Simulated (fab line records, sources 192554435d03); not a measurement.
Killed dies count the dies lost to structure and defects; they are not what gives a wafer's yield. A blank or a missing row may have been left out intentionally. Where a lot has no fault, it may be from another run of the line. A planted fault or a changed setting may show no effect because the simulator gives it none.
fab line records	flow n5_finfet
record: lots: 6	wafers: 18	last_day: 17
route steps=1938 shown FIN_CUT@164 BEOL_M4@1111 PASSIVATION@1936
lots that met no fault: taken from a fault-free run of the same line
start_h: hours from the record's opening day to when the first of the lot's shown wafers began	wait_h: how many hours have passed since the lot's step before this one	" repeats the value in the row above	L1.1+2: several wafers, shown together as one row	- either no value or no given start	* or withheld: withheld	< > ~ a bound
route shown NAME@n: a module of which the file shows steps, and the number in the route of the first	usual: mean/standard deviation of fault-free wafers	same: alike in all rows	chamber/n: place in a boat	sites: readings site by site	_std_site: how widely they spread, as a standard deviation	_edge_site: mean of outer sites minus mean of inner sites	radius_mm: for every site, how far away it sits from the centre of the wafer	mask NAME#n: copy n	behind: the tool/chamber that last shaped the wafer	hold: why the lot went on hold/how many hours it stayed there/how the hold came to an end	device: names the non-switching transistor (n, p or np)	end of line: tests run on the same wafers once the route is complete	for a step that has no rows: nothing shown but its recipe	killed: dies lost to structure and defects at the first sort, not the wafer's yield	map: a wafer's dies, marking killed ones x, the rest . and places with no die _
set.NAME: the setting the step ran with; set.NAME@STEP: the setting that earlier step ran with	model.NAME: the simulator's own value behind a step, which no gauge read
a table for each step, a row for each wafer; lots at some steps of the route
services: from which hour (start_h, from the record's first day; less than 0 if before it) a tool's chamber was out of use, for how many hours, and why
== steps ==
step: N5_FIN_CUT_OVL_MEAS_09
recipe: points_per_wafer: 522
usual: FIN_CUT_OVL: 0.6/0.84
lot.wafer	tool	chamber	start_h	wait_h	FIN_CUT_OVL[nm]
L161.1	overlay-02	0	56.28	0.0	1.5
L161.3	"	0	"	"	2.3
L161.6	"	0	"	"	1.4
L165.1	overlay-01	0	81.30	0.0	1.4
L165.3	"	0	"	"	0.3
L165.6	"	0	"	"	-0.2
L166.1	overlay-01	0	87.82	0.0	1.0
L166.3	"	0	"	"	2.8
L166.6	"	0	"	"	1.4
L169.1	overlay-01	0	110.93	0.0	0.8
L169.2	"	0	"	"	-0.4
L169.4	"	0	"	"	-0.7
L175.2	overlay-01	0	140.54	0.0	-0.1
L175.3	"	0	"	"	0.9
L175.5	"	0	"	"	0.6
L176.1	overlay-01	0	147.49	0.0	0.9
L176.2	"	0	"	"	1.2
L176.4	"	0	"	"	2.1
step: N5_FIN_CUT_INSPECT_10
recipe: mode: adi	inspect_instrument: brightfield
usual: raw_defect_count: 38/11
lot.wafer	tool	chamber	start_h	wait_h	raw_defect_count
L161.1	defect_inspect-01	-	56.34	0.1	19
L161.3	"	-	"	"	29
L161.6	"	-	"	"	27
L165.1	defect_inspect-02	-	81.35	0.1	19
L165.3	"	-	"	"	40
L165.6	"	-	"	"	30
L166.1	defect_inspect-01	-	87.88	0.1	33
L166.3	"	-	"	"	41
L166.6	"	-	"	"	28
L169.1	defect_inspect-01	-	110.99	0.1	26
L169.2	"	-	"	"	46
L169.4	"	-	"	"	38
L175.2	defect_inspect-01	-	140.59	0.0	45
L175.3	"	-	"	"	36
L175.5	"	-	"	"	47
L176.1	defect_inspect-01	-	147.55	0.1	21
L176.2	"	-	"	"	36
L176.4	"	-	"	"	42
step: N5_FIN_CUT_DESCUM_13
recipe: chemistry: O2	time_s: 7	source_power_w: 50	bias_power_w: 20	pressure_mtorr: 20	rf_frequency_hz: 2.712e+07	temp_c: 40	resist: CAR-EUV	o2_flow_sccm: 225
step: N5_FIN_CUT_ETCH_30
recipe: chemistry: N2/H2	target: underlayer	target_depth_a: 130	mask_material: CAR-EUV	time_s: 10.4	ion_energy_ev: 200	pressure_mtorr: 30	source_w: 840	bias_w: 150	n2_flow_sccm: 200	h2_flow_sccm: 200	ends: cleared
step: N5_FIN_CUT_ETCH_20
recipe: chemistry: CF4	target: SiARC	target_depth_a: 260	mask_material: CAR-EUV	time_s: 43.3	ion_energy_ev: 80	pressure_mtorr: 40	source_w: 545	bias_w: 36	Ar_flow_sccm: 100	cf4_flow_sccm: 100	ends: cleared
usual: drypump_motor_current_A: 5.8/0.4	etch_rf_on_time_s: 43.5/0.95	oes_product_au: 0.65/0.065	rf_vpp_V: 183.9/1.2	showerhead_plenum_p_Torr: 2.13/0.075	throttle_valve_pct: 15.79/0.25
lot.wafer	tool	chamber	start_h	wait_h	drypump_motor_current_A	etch_rf_on_time_s	oes_product_au	rf_hours_counter_h	rf_vpp_V	showerhead_plenum_p_Torr	throttle_valve_pct
L161.1	rie_diel-06	0	56.82	0.0	5.5	43.2	0.63	201	183.6	2.05	15.98
L161.3	"	2	"	"	5.7	43.5	0.62	193	181.3	2.05	16.08
L161.6	"	3	"	"	5.9	44.1	0.58	-	182.6	2.11	15.87
L165.1	rie_diel-06	0	81.44	0.0	5.5	43.6	0.62	211	183.5	2.05	15.98
L165.3	"	1	"	"	6.2	42.4	0.67	127	183.4	2.23	15.83
L165.6	"	2	"	"	5.8	43.7	0.61	-	181.9	2.04	16.09
L166.1	rie_diel-01	1	87.96	0.0	4.9	43.2	0.62	176	185.1	2.23	15.81
L166.3	"	2	"	"	6.0	44.9	0.63	122	182.9	2.08	15.39
L166.6	"	1	"	"	5.0	43.5	0.61	-	184.3	2.23	15.80
L169.1	rie_diel-05	3	111.31	0.0	5.9	43.5	0.67	127	184.7	2.23	15.75
L169.2	"	1	"	"	6.2	45.0	0.59	245	185.6	2.19	15.57
L169.4	"	2	"	"	5.4	43.9	0.58	241	185.4	2.21	16.15
L175.2	rie_diel-06	2	140.68	0.0	5.8	42.9	0.60	222	183.2	2.04	16.14
L175.3	"	0	"	"	5.5	43.2	0.61	231	183.1	2.04	16.03
L175.5	"	1	"	"	6.2	41.3	0.67	-	185.0	2.22	15.86
L176.1	rie_diel-01	2	147.63	0.0	6.0	45.0	0.62	141	182.9	2.07	15.42
L176.2	"	3	"	"	5.9	42.9	0.58	243	185.3	2.10	15.99
L176.4	"	0	"	"	6.7	42.8	0.64	202	183.9	2.13	15.69
step: N5_FIN_CUT_ETCH_21
recipe: chemistry: N2/H2	target: SOC	target_depth_a: 2190	overetch_a: 438	mask_material: SiARC	temp_c: 40	ion_energy_ev: 100	bias_w: 61	time_s: 523.5	pressure_mtorr: 30	source_w: 850	n2_flow_sccm: 200	h2_flow_sccm: 200
usual: drypump_motor_current_A: 5.8/0.4	n2_flow_sccm: 200.0/0.64	oes_product_au: 0.70/0.071	rf_vpp_V: 240.5/1.5	showerhead_plenum_p_Torr: 2.53/0.099	throttle_valve_pct: 18.02/0.27
lot.wafer	tool	chamber	start_h	wait_h	drypump_motor_current_A	n2_flow_sccm	oes_product_au	rf_hours_counter_h	rf_vpp_V	showerhead_plenum_p_Torr	throttle_valve_pct
L161.1	rie_diel-06	0	56.86	0.0	5.5	199.3	0.68	201	240.3	2.41	18.12
L161.3	"	2	"	"	5.8	199.3	0.68	193	237.8	2.43	18.39
L161.6	"	3	"	"	5.9	200.4	0.63	-	240.2	2.50	17.95
L165.1	rie_diel-06	0	81.48	0.0	5.5	200.4	0.67	211	240.4	2.40	18.13
L165.3	"	1	"	"	6.2	200.1	0.71	127	242.3	2.66	18.13
L165.6	"	2	"	"	5.8	199.5	0.66	-	238.6	2.43	18.40
L166.1	rie_diel-01	1	88.00	0.0	4.9	199.6	0.66	177	240.9	2.64	17.93
L166.3	"	2	"	"	6.0	200.3	0.70	122	239.4	2.46	17.56
L166.6	"	1	"	"	5.0	200.2	0.66	-	241.5	2.64	17.91
L169.1	rie_diel-05	3	111.35	0.0	5.9	200.1	0.72	127	241.9	2.66	18.06
L169.2	"	1	"	"	6.3	199.4	0.64	245	241.9	2.62	17.82
L169.4	"	2	"	"	5.4	198.9	0.63	241	241.6	2.62	18.37
L175.2	rie_diel-06	2	140.71	0.0	5.8	199.9	0.65	222	238.4	2.42	18.45
L175.3	"	0	"	"	5.5	199.9	0.66	231	239.1	2.40	18.16
L175.5	"	1	"	"	6.2	200.0	0.70	-	241.5	2.65	18.18
L176.1	rie_diel-01	2	147.67	0.0	6.0	200.4	0.69	141	240.3	2.45	17.60
L176.2	"	3	"	"	5.9	200.5	0.63	243	241.6	2.50	18.16
L176.4	"	0	"	"	6.7	200.0	0.68	202	240.7	2.53	17.86
step: N5_FIN_CUT_STRIP_23
recipe: chemistry: N2/H2	temp_c: 40	n2_flow_sccm: 200	h2_flow_sccm: 200	rf_frequency_hz: 6e+07
step: N5_FIN_CUT_STRIP_31
recipe: chemistry: N2/H2	temp_c: 40	n2_flow_sccm: 200	h2_flow_sccm: 200	rf_frequency_hz: 6e+07
step: N5_FIN_CUT_STRIP_24
recipe: chemistry: CF4	resist: SiARC	power_w: 300	bias_power_w: 75	pressure_mtorr: 50	cf4_flow_sccm: 150	rf_frequency_hz: 6e+07
usual: drypump_motor_current_A: 5.8/0.4	oes_product_au: 0.75/0.076	rf_vpp_V: 270.9/1.5	showerhead_plenum_p_Torr: 1.79/0.061	throttle_valve_pct: 13.77/0.26
lot.wafer	tool	chamber	start_h	wait_h	drypump_motor_current_A	oes_product_au	rf_hours_counter_h	rf_vpp_V	showerhead_plenum_p_Torr	throttle_valve_pct
L161.1	rie_diel-06	0	57.18	0.0	5.5	0.72	201	269.2	1.72	13.91
L161.3	"	2	"	"	5.7	0.72	193	271.5	1.73	14.11
L161.6	"	3	"	"	5.9	0.68	-	271.6	1.77	13.89
L165.1	rie_diel-06	0	81.81	0.0	5.5	0.72	211	270.1	1.71	13.93
L165.3	"	1	"	"	6.2	0.77	127	272.1	1.86	13.81
L165.6	"	2	"	"	5.7	0.70	-	268.7	1.73	14.12
L166.1	rie_diel-01	1	88.33	0.0	4.9	0.71	177	272.5	1.87	13.79
L166.3	"	2	"	"	6.0	0.75	122	270.4	1.73	13.36
L166.6	"	1	"	"	5.0	0.71	-	272.7	1.87	13.82
L169.1	rie_diel-05	3	111.68	0.0	5.9	0.77	127	273.6	1.87	13.67
L169.2	"	1	"	"	6.2	0.69	245	272.5	1.83	13.60
L169.4	"	2	"	"	5.4	0.68	241	272.5	1.85	14.12
L175.2	rie_diel-06	2	141.04	0.0	5.8	0.70	223	269.4	1.72	14.18
L175.3	"	0	"	"	5.5	0.71	231	270.2	1.71	13.99
L175.5	"	1	"	"	6.2	0.75	-	272.6	1.86	13.85
L176.1	rie_diel-01	2	148.00	0.0	6.0	0.74	142	269.7	1.73	13.38
L176.2	"	3	"	"	5.9	0.67	243	268.8	1.76	14.02
L176.4	"	0	"	"	6.7	0.73	202	271.0	1.78	13.69
step: N5_FIN_CUT_CUT_ETCH_26
recipe: chemistry: CH3F/O2	target: SiNx	target_depth_a: 390	mask_material: SOC	time_s: 55.7	pressure_mtorr: 30	source_w: 395	bias_w: 73	Ar_flow_sccm: 150	CH3F_flow_sccm: 30	O2_flow_sccm: 20	ion_energy_ev: 120
step: N5_FIN_CUT_CUT_ETCH_27
recipe: chemistry: CHF3/O2	target: SiO2	target_depth_a: 40	mask_material: SOC	overetch_a: 20	time_s: 4.9	pressure_mtorr: 30	source_w: 650	bias_w: 170	Ar_flow_sccm: 200	CHF3_flow_sccm: 50	O2_flow_sccm: 5	ion_energy_ev: 200
usual: drypump_motor_current_A: 5.8/0.4	oes_product_au: 0.60/0.06	rf_vpp_V: 525/11	showerhead_plenum_p_Torr: 2.39/0.087	throttle_valve_pct: 19.00/0.22
lot.wafer	tool	chamber	start_h	wait_h	drypump_motor_current_A	oes_product_au	rf_hours_counter_h	rf_vpp_V	showerhead_plenum_p_Torr	throttle_valve_pct
L161.1	rie_diel-06	0	57.25	0.0	5.5	0.59	201	516	2.32	19.23
L161.3	"	2	"	"	5.8	0.58	193	515	2.28	19.22
L161.6	"	3	"	"	5.9	0.54	-	538	2.38	19.06
L165.1	rie_diel-06	0	81.87	0.0	5.5	0.57	211	517	2.31	19.24
L165.3	"	1	"	"	6.2	0.62	127	522	2.51	19.06
L165.6	"	2	"	"	5.8	0.56	-	516	2.28	19.22
L166.1	rie_diel-01	1	88.39	0.0	4.9	0.57	177	531	2.50	18.94
L166.3	"	2	"	"	6.0	0.60	122	509	2.34	18.60
L166.6	"	1	"	"	4.9	0.57	-	531	2.50	18.95
L169.1	rie_diel-05	3	111.74	0.0	5.9	0.62	127	532	2.51	19.01
L169.2	"	1	"	"	6.2	0.56	245	548	2.47	18.77
L169.4	"	2	"	"	5.4	0.55	241	545	2.48	19.33
L175.2	rie_diel-06	2	141.10	0.0	5.7	0.55	223	516	2.27	19.22
L175.3	"	0	"	"	5.5	0.56	231	516	2.30	19.27
L175.5	"	1	"	"	6.2	0.60	-	523	2.50	19.08
L176.1	rie_diel-01	2	148.06	0.0	6.0	0.59	142	511	2.33	18.63
L176.2	"	3	"	"	5.9	0.54	243	522	2.36	19.19
L176.4	"	0	"	"	6.7	0.59	202	516	2.40	18.88
step: N5_FIN_CUT_PRECLEAN_35
recipe: time_s: 13.3	temp_c: 45	pressure_torr: 125	p_hf_torr: 3	p_coreactant_torr: 25	chemistry: vHF
step: N5_FIN_CUT_CUT_ETCH_15
recipe: chemistry: HBr/Cl2/O2	target: Si	target_depth_a: 1000	bt_time_s: 10	mask_material: SOC	time_s: 42.4	ion_energy_ev: *	bias_w: *	pressure_mtorr: 10	icp_w: 800	HBr_flow_sccm: 150	Cl2_flow_sccm: 80	O2_flow_sccm: 12
usual: drypump_motor_current_A: 5.6/0.44	oes_product_au: 1.003/0.014	throttle_valve_pct: 37.2/0.35
lot.wafer	tool	chamber	start_h	wait_h	drypump_motor_current_A	oes_product_au	rf_hours_counter_h	throttle_valve_pct	model.etch.depth_nm	model.FIN_CUT.feature_depth_nm	model.SOC_of_FIN_CUT_COAT_18.thk_nm
L161.1	rie_si-04	3	57.39	0.1	5.3	0.986	83	37.7	102.2	102.2	170.4
L161.3	"	2	"	"	5.8	1.013	7	37.4	98.5	98.6	171.8
L161.6	"	0	"	"	5.6	1.014	-	37.9	101.3	101.4	170.4
L165.1	rie_si-06	1	82.11	0.1	4.8	1.025	36	36.6	98.49	98.4	172.2
L165.3	"	3	"	"	6.3	0.999	61	37.2	100.7	100.8	170.2
L165.6	"	0	"	"	5.3	0.998	-	37.1	99.72	99.8	171.2
L166.1	rie_si-06	3	88.54	0.1	6.2	0.996	61	37.2	93.63	93.6	172.6
L166.3	"	0	"	"	5.3	1.010	50	37.1	100.7	100.8	169.4
L166.6	"	3	"	"	6.2	1.003	-	37.2	101.2	101.2	169.8
L169.1	rie_si-06	2	111.89	0.1	6.0	1.015	0	36.8	92.58	92.6	172.6
L169.2	"	0	"	"	5.3	1.003	50	37.1	92.37	92.4	173.2
L169.4	"	3	"	"	6.3	1.009	62	37.2	94.33	94.4	172.4
L175.2	rie_si-01	0	141.25	0.1	5.6	1.001	114	37.2	100.2	100.2	170.4
L175.3	"	2	"	"	5.2	1.005	156	36.8	101.3	101.4	170.8
L175.5	"	0	"	"	5.7	1.003	-	37.2	99.87	99.8	169.4
L176.1	rie_si-01	1	148.21	0.1	6.6	0.987	160	37.4	103.9	103.8	169.2
L176.2	"	3	"	"	5.7	0.997	17	37.0	99.74	99.8	170
L176.4	"	0	"	"	5.7	0.996	114	37.3	98.83	98.8	170.8
step: N5_FIN_CUT_CUT_ETCH_28
recipe: chemistry: HBr/Cl2/O2	target: Si	target_depth_a: 60	mask_material: SOC	time_s: 2.4	ion_energy_ev: *	bias_w: *	pressure_mtorr: 10	icp_w: 800	HBr_flow_sccm: 150	Cl2_flow_sccm: 80	O2_flow_sccm: 12
usual: drypump_motor_current_A: 5.6/0.44	oes_product_au: 1.003/0.013	throttle_valve_pct: 37.2/0.35
lot.wafer	tool	chamber	start_h	wait_h	drypump_motor_current_A	oes_product_au	rf_hours_counter_h	throttle_valve_pct	model.SOC_of_FIN_CUT_COAT_18.thk_nm
L161.1	rie_si-04	3	57.45	0.0	5.4	0.991	83	37.7	168.6
L161.3	"	2	"	"	5.9	1.010	7	37.4	170.2
L161.6	"	0	"	"	5.6	1.013	-	37.9	168.6
L165.1	rie_si-06	1	82.17	0.0	4.8	1.039	36	36.6	170.6
L165.3	"	3	"	"	6.3	0.997	61	37.2	168.6
L165.6	"	0	"	"	5.3	1.006	-	37.1	169.6
L166.1	rie_si-06	3	88.59	0.0	6.3	1.009	61	37.2	170.8
L166.3	"	0	"	"	5.3	1.002	50	37.1	167.6
L166.6	"	3	"	"	6.3	1.003	-	37.2	168
L169.1	rie_si-06	2	111.94	0.0	5.9	1.034	0	36.8	170.8
L169.2	"	0	"	"	5.3	0.997	50	37.1	171.6
L169.4	"	3	"	"	6.2	1.002	62	37.2	170.8
L175.2	rie_si-01	0	141.31	0.0	5.8	0.993	114	37.2	168.6
L175.3	"	2	"	"	5.3	1.014	156	36.8	169
L175.5	"	0	"	"	5.8	0.995	-	37.2	167.8
L176.1	rie_si-01	1	148.26	0.0	6.6	0.976	160	37.4	167.4
L176.2	"	3	"	"	5.6	0.994	17	37.0	168.4
L176.4	"	0	"	"	5.7	0.996	114	37.2	169.2
step: N5_FIN_CUT_STRIP_22
recipe: chemistry: N2/H2	power_w: 500	temp_c: 40	pressure_mtorr: 50	rf_frequency_hz: 6e+07	overash_fraction: 0.3	bias_power_w: 8	h2_frac: 0.5	n2_flow_sccm: 300	h2_flow_sccm: 300
usual: drypump_motor_current_A: 5.8/0.46	n2_flow_sccm: 300.0/0.93	oes_product_au: 0.75/0.066	rf_vpp_V: 54.3/2.3	showerhead_plenum_p_Torr: 3.35/0.12	throttle_valve_pct: 19.1/0.35
lot.wafer	tool	chamber	start_h	wait_h	drypump_motor_current_A	n2_flow_sccm	oes_product_au	rf_hours_counter_h	rf_vpp_V	showerhead_plenum_p_Torr	throttle_valve_pct
L161.1	rie_diel-05	0	57.52	0.1	5.4	298.3	0.77	105	52.9	3.26	19.3
L161.3	"	1	"	"	6.3	300.8	0.68	230	58.0	3.47	18.7
L161.6	"	2	"	"	5.4	300.0	0.70	-	53.2	3.46	19.7
L165.1	rie_diel-06	0	82.32	0.1	5.5	299.3	0.73	211	57.0	3.18	19.4
L165.3	"	3	"	"	5.9	299.2	0.96	3	56.0	3.30	18.5
L165.6	"	0	"	"	5.5	299.4	0.72	-	53.1	3.18	19.4
L166.1	rie_diel-06	2	88.66	0.0	5.8	300.3	0.69	205	52.4	3.21	19.6
L166.3	"	3	"	"	5.9	300.3	0.96	5	58.6	3.30	18.5
L166.6	"	3	"	"	5.9	299.7	0.96	-	55.3	3.30	18.5
L169.1	rie_diel-06	3	112.09	0.1	5.9	300.1	0.93	12	56.6	3.30	18.6
L169.2	"	2	"	"	5.7	300.9	0.70	212	52.4	3.21	19.7
L169.4	"	1	"	"	6.2	299.7	0.77	136	57.1	3.51	19.4
L175.2	rie_diel-01	3	141.42	0.1	5.9	298.5	0.68	242	56.9	3.31	19.1
L175.3	"	2	"	"	6.0	300.5	0.74	140	51.5	3.24	18.8
L175.5	"	3	"	"	5.9	298.5	0.66	-	54.4	3.31	19.1
L176.1	rie_diel-01	3	148.33	0.0	5.9	300.1	0.67	243	54.1	3.31	19.1
L176.2	"	0	"	"	6.7	301.1	0.73	202	54.6	3.35	18.8
L176.4	"	2	"	"	6.0	301.3	0.75	142	58.3	3.24	18.8
step: N5_BEOL_M4_RC_MEAS_101
usual: DIBL_N: 35.1/1.5	DIBL_P: 35.2/2	IOFF_N: 0.146/0.028	IOFF_P: 0.20/0.036	ION_N: 670/12	ION_P: 462/8.2	SS_N: 71.2/0.63	SS_P: 73.1/0.7	VT_N: 250/3.6	VT_P: -251/3.3
lot.wafer	tool	chamber	start_h	wait_h	DIBL_N[mV/V]	DIBL_P[mV/V]	IOFF_N[nA/um]	IOFF_P[nA/um]	ION_N[uA/um]	ION_P[uA/um]	SS_N[mV/dec]	SS_P[mV/dec]	VT_N[mV]	VT_P[mV]
L161.1	prober-02	0	194.12	0.0	37.6	38.5	0.199	0.21	656	449	72.6	74.2	251	-252
L161.3	"	0	"	"	36.3	36.9	0.172	0.19	674	458	71.5	73.6	247	-254
L161.6	"	0	"	"	37.0	36.8	0.174	0.18	653	445	72.3	74.1	252	-255
L165.1	prober-02	0	221.65	0.0	36.9	37.3	0.156	0.21	677	466	72.3	73.7	252	-251
L165.3	"	0	"	"	35.2	35.9	0.135	0.18	668	455	71.0	73.3	253	-253
L165.6	"	0	"	"	34.5	34.8	0.118	0.17	660	453	71.3	73.3	255	-254
L166.1	prober-02	0	240.56	0.0	37.6	37.0	0.186	0.24	684	470	72.2	74.2	244	-247
L166.3	"	0	"	"	36.5	35.2	0.168	0.21	684	464	72.1	73.3	246	-250
L166.6	"	0	"	"	33.8	32.3	0.120	0.17	655	451	70.7	72.1	252	-253
L169.1	prober-01	0	266.42	0.0	35.5	33.6	0.138	0.21	663	456	71.8	73.4	251	-248
L169.2	"	0	"	"	37.3	37.1	0.176	0.27	690	480	72.3	73.4	248	-245
L169.4	"	0	"	"	36.0	35.8	0.157	0.24	685	473	72.0	73.4	247	-248
L175.2	prober-01	0	288.80	0.2	35.6	35.7	0.143	0.20	680	467	70.7	72.7	251	-251
L175.3	"	0	"	"	35.1	34.5	0.118	0.18	661	458	71.1	72.5	254	-251
L175.5	"	0	"	"	33.7	33.0	0.101	0.15	654	449	70.5	71.8	256	-253
L176.1	prober-01	0	291.53	0.0	35.9	36.3	0.176	0.24	680	469	71.0	73.1	248	-246
L176.2	"	0	"	"	35.3	35.2	0.164	0.24	682	482	71.8	72.9	247	-245
L176.4	"	0	"	"	35.9	36.2	0.177	0.24	684	473	71.2	72.7	248	-248
step: N5_PASSIVATION_PROBE_49
usual: defect_limited_yield: 91.4/1.4	killed_at_M0_to_M3: 32/10	killed_at_M4_up: 13/5.6	killed_at_contacts: 13/6.6	killed_at_front_end: 39/13	killed_at_other: 3.4/2.8	killed_dies: 101/17	killed_open: 66/13	killed_short: 33/7	sort_bin_5_function: 5.0/0.93	sort_bin_6_memory: 3.2/0.65	sort_n_pass: 1078/17	sort_yield_pct: 91.4/1.4
same: gross_dies: 1180	killed_at_back_side: 0	sort_bin_4_leakage[%]: 0	sort_bin_8_speed[%]: 0
lot.wafer	tool	chamber	start_h	wait_h	defect_limited_yield[%]	killed_at_M0_to_M3	killed_at_M4_up	killed_at_contacts	killed_at_front_end	killed_at_other	killed_dies	killed_open	killed_short	sort_bin_5_function[%]	sort_bin_6_memory[%]	sort_n_pass	sort_yield_pct[%]
L166.1	prober-01	-	355.11	0.0	93.1	16	17	4	41	4	82	56	25	4.1	2.8	1098	93.1
L166.3	prober-01	-	355.21	0.1	93.3	17	28	4	30	0	79	57	21	4.0	2.5	1101	93.3
L166.6	prober-01	-	355.36	0.3	91.9	28	19	8	34	6	95	61	30	5.0	2.6	1085	91.9
L169.1	prober-02	-	360.50	0.0	93.1	17	13	5	43	3	81	59	22	3.8	2.8	1099	93.1
L169.2	prober-02	-	360.55	0.1	94.2	22	11	5	27	3	68	41	24	3.0	2.3	1112	94.2
L169.4	prober-02	-	360.65	0.2	92.6	25	18	6	31	7	87	53	28	4.6	2.5	1093	92.6
L176.2	prober-01	-	402.82	0.1	92.4	44	12	8	23	3	90	53	36	4.5	3.1	1090	92.4
killed by level:class
L166.1 FIN_SAQP:geometric_particle:open=18 BEOL_M4:geometric_particle:open=11 FIN_SAQP:geometric_particle:short=8 BEOL_M0_SAQP:geometric_particle:short=7 GATE_CUT:geometric_particle:open=5 GATE_CUT:geometric_particle:short=4 BEOL_M2:geometric_particle:open=4 MOL_CONTACT_COAG:geometric_particle:open=3
L166.3 BEOL_M4:geometric_particle:open=16 FIN_SAQP:geometric_particle:short=9 FIN_SAQP:geometric_particle:open=9 DUMMY_GATE:geometric_particle:open=4 MOL_CONTACT_COAG:geometric_particle:open=4 BEOL_M2:geometric_particle:open=4 BEOL_M5:geometric_particle:open=4 BEOL_M0_SAQP:geometric_particle:open=3
L166.6 FIN_SAQP:geometric_particle:open=10 BEOL_M4:geometric_particle:open=8 FIN_SAQP:geometric_particle:short=7 MOL_CONTACT_COAG:geometric_particle:open=7 BEOL_M3:geometric_particle:open=7 BEOL_M0_SAQP:geometric_particle:open=5 BEOL_M5:geometric_particle:open=4 BEOL_M1:geometric_particle:open=4
L169.1 FIN_SAQP:geometric_particle:open=8 BEOL_M4:geometric_particle:open=7 STARTING-WAFER:geometric_particle:open=6 DUMMY_GATE:geometric_particle:open=5 MOL_CONTACT_COAG:geometric_particle:open=5 BEOL_M3:geometric_particle:open=5 ILD0:geometric_particle:short=4 GATE_CUT:geometric_particle:short=4
L169.2 DUMMY_GATE:geometric_particle:open=5 GATE_CUT:geometric_particle:short=5 GATE_CUT:geometric_particle:open=5 MOL_CONTACT_COAG:geometric_particle:open=5 BEOL_M2:geometric_particle:open=5 BEOL_M0:geometric_particle:short=4 BEOL_M4:geometric_particle:open=4 DUMMY_GATE:geometric_particle:short=3
L169.4 BEOL_M0_SAQP:geometric_particle:open=9 GATE_CUT:geometric_particle:short=6 MOL_CONTACT_COAG:geometric_particle:open=6 BEOL_M1:geometric_particle:open=5 BEOL_M4:geometric_particle:open=5 FIN_SAQP:geometric_particle:open=4 FIN_SAQP:geometric_particle:short=4 STI_FIN_REVEAL:geometric_particle:open=4
L176.2 BEOL_M0_SAQP:geometric_particle:short=12 BEOL_M2:geometric_particle:open=10 FIN_SAQP:geometric_particle:short=8 BEOL_M3:geometric_particle:open=8 MOL_CONTACT_COAG:geometric_particle:open=6 BEOL_M4:geometric_particle:open=5 BEOL_M0_SAQP:geometric_particle:open=5 STI_FIN_REVEAL:geometric_particle:open=4
== services ==
tool	chamber	start_h	hours	kind
rie_si-01	1	53.10	27.1	repair
rie_diel-06	3	57.29	-	clean
rie_diel-06	3	57.29	-	consumable_replace:focus_ring
rie_diel-06	3	57.29	15.6	scheduled_down
rie_diel-06	3	57.29	15.6	vent_cycle
rie_si-06	1	61.45	3.2	repair
rie_si-06	2	84.73	-	clean
rie_si-06	2	84.73	18.2	scheduled_down
rie_si-06	2	84.73	18.2	vent_cycle
rie_diel-06	3	115.07	1.5	repair
rie_diel-05	-	119.41	0.5	repair
rie_si-01	1	127.33	14.0	repair
rie_diel-05	2	138.77	-	clean
rie_diel-05	2	138.77	-	consumable_replace:esc
rie_diel-05	2	138.77	-	consumable_replace:focus_ring
rie_diel-05	2	138.77	24.1	scheduled_down
rie_diel-05	2	138.77	24.1	vent_cycle
rie_si-04	-	143.31	15.6	pm
rie_diel-06	1	147.10	9.0	repair
== key ==
first_sign none at tools or gauges
model_effect: step: N5_FIN_CUT_CUT_ETCH_15	value: etch.depth_nm	without: 101.7	struck: 93.23
model_effect: step: N5_FIN_CUT_CUT_ETCH_28	value: SOC_of_FIN_CUT_COAT_18.thk_nm	without: 167.8	struck: 171
met_at N5_FIN_CUT_CUT_ETCH_15
struck_wafers L166.1,L169.1,L169.2,L169.4
onset_between 82.11 88.54
fault: kind: process_parameter_drift	tool: rie_si-06	chamber: -	onset_h: 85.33	steps: N5_FIN_CUT_CUT_ETCH_15	channel: time_s	offset: *	shape: step	end_h: 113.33	scope: struck_wafers_only	acts_in: *	stated: *
